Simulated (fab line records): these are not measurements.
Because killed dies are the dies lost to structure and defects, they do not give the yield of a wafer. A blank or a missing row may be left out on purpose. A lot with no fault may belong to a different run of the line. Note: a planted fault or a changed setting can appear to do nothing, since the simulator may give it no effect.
Which of the tools did it? + flow n5Finfet + Sampling: 10 lots, 30 wafers, 4 of 1938 route steps

WHAT THE GAUGES SHOWED, per wafer
N5_MOL_CONTACT_COAG_INSPECT_57: inspects for defects (brightfield).
| lot  | measured     | on               | rawDefectCount |
|------|--------------|------------------|----------------|
| L263 | day 5 07:14  | defectInspect-02 | 212 151 136    |
| L264 | day 5 09:14  | defectInspect-02 | 257 236 293    |
| L265 | day 5 18:20  | defectInspect-02 | 148 135 159    |
| L269 | day 6 20:29  | defectInspect-02 | 281 288 290    |
| L270 | day 7 02:26  | defectInspect-01 | 216 196 169    |
| L272 | day 7 10:48  | defectInspect-02 | 278 273 320    |
| L274 | day 8 07:23  | defectInspect-01 | 226 272 261    |
| L282 | day 9 21:19  | defectInspect-01 | 969 945 945    |
| L283 | day 10 04:04 | defectInspect-01 | 162 240 190    |
| L285 | day 10 20:09 | defectInspect-01 | 872 874 894    |

WHAT TOOL EACH LOT RAN ON (gives the tool, then ch and the chambers of the sampled wafers, and finally the start)
| lot  | N5_MOL_CONTACT_COAG_TI_SIL_19 | N5_MOL_CONTACT_COAG_SIL_ANNEAL_21 | N5_MOL_CONTACT_COAG_CMP_28    |
|------|-------------------------------|-----------------------------------|-------------------------------|
| L263 | pvdSputter-01, day 4 15:52    | rtpAnneal-01 ch 0, day 4 16:41    | cmp-01 ch 0,1,2, day 5 03:27  |
| L264 | pvdSputter-02, day 4 21:32    | rtpAnneal-02 ch 0, day 4 22:11    | cmp-01 ch 1,3, day 5 06:04    |
| L265 | pvdSputter-02, day 5 10:22    | rtpAnneal-02 ch 0, day 5 10:53    | cmp-02 ch 1,3, day 5 16:55    |
| L269 | pvdSputter-03, day 6 10:52    | rtpAnneal-01 ch 0, day 6 11:24    | cmp-01 ch 1,2,3, day 6 18:57  |
| L270 | pvdSputter-01, day 6 14:13    | rtpAnneal-01 ch 0, day 6 14:43    | cmp-01 ch 0,1,2, day 6 22:50  |
| L272 | pvdSputter-01, day 7 01:40    | rtpAnneal-02 ch 0, day 7 02:23    | cmp-01 ch 0,1,2, day 7 08:50  |
| L274 | pvdSputter-02, day 7 20:42    | rtpAnneal-01 ch 0, day 7 21:16    | cmp-04 ch 0,2, day 8 05:35    |
| L282 | pvdSputter-03, day 9 13:18    | rtpAnneal-02 ch 0, day 9 13:47    | cmp-02 ch 1,3, day 9 20:05    |
| L283 | pvdSputter-02, day 9 20:33    | rtpAnneal-01 ch 0, day 9 21:03    | cmp-01 ch 0,1,3, day 10 02:46 |
| L285 | pvdSputter-02, day 10 09:50   | rtpAnneal-02 ch 0, day 10 10:26   | cmp-02 ch 0,3, day 10 17:16   |
- N5_MOL_CONTACT_COAG_TI_SIL_19: material Ti, target thk 4.2 nm, time 15 s.
- N5_MOL_CONTACT_COAG_SIL_ANNEAL_21: time 60 s.
- N5_MOL_CONTACT_COAG_CMP_28: polishes, stops on SiNx, t overpolish 0.85 s, target thk 14.522 nm.

THE ANSWER, worked out from the rows above alone
Rule: the lots themselves supply what counts as usual. Put in order of their means at a reading, lots are off if they are a third of the lots or fewer, leave a main group of 4 or more, and stand apart from it by a gap of 3 or more times the standard deviation of the main group's means; of several such gaps the widest counts. The tables above print the reading to a certain number of digits; a main group whose means all agree to those digits is not used. A lot without any number at a reading at which 4 lots or more have one is off too. Where the step has rows for the other lots, those lots are counted as sound.
Off at N5_MOL_CONTACT_COAG_INSPECT_57 (rawDefectCount): L282, L285. Main group: mean 225, sd 52.
A tool fits if, at a process step before that reading, it ran every lot that is off, and no sound lot after the first of them. Gauges at N5_MOL_CONTACT_COAG_INSPECT_57: tried the same way as those tools. 2 tools fit, rtpAnneal-02 at N5_MOL_CONTACT_COAG_SIL_ANNEAL_21 and cmp-02 at N5_MOL_CONTACT_COAG_CMP_28, so this cannot tell which one it is.

WHAT WAS PUT IN BY THE SIMULATOR
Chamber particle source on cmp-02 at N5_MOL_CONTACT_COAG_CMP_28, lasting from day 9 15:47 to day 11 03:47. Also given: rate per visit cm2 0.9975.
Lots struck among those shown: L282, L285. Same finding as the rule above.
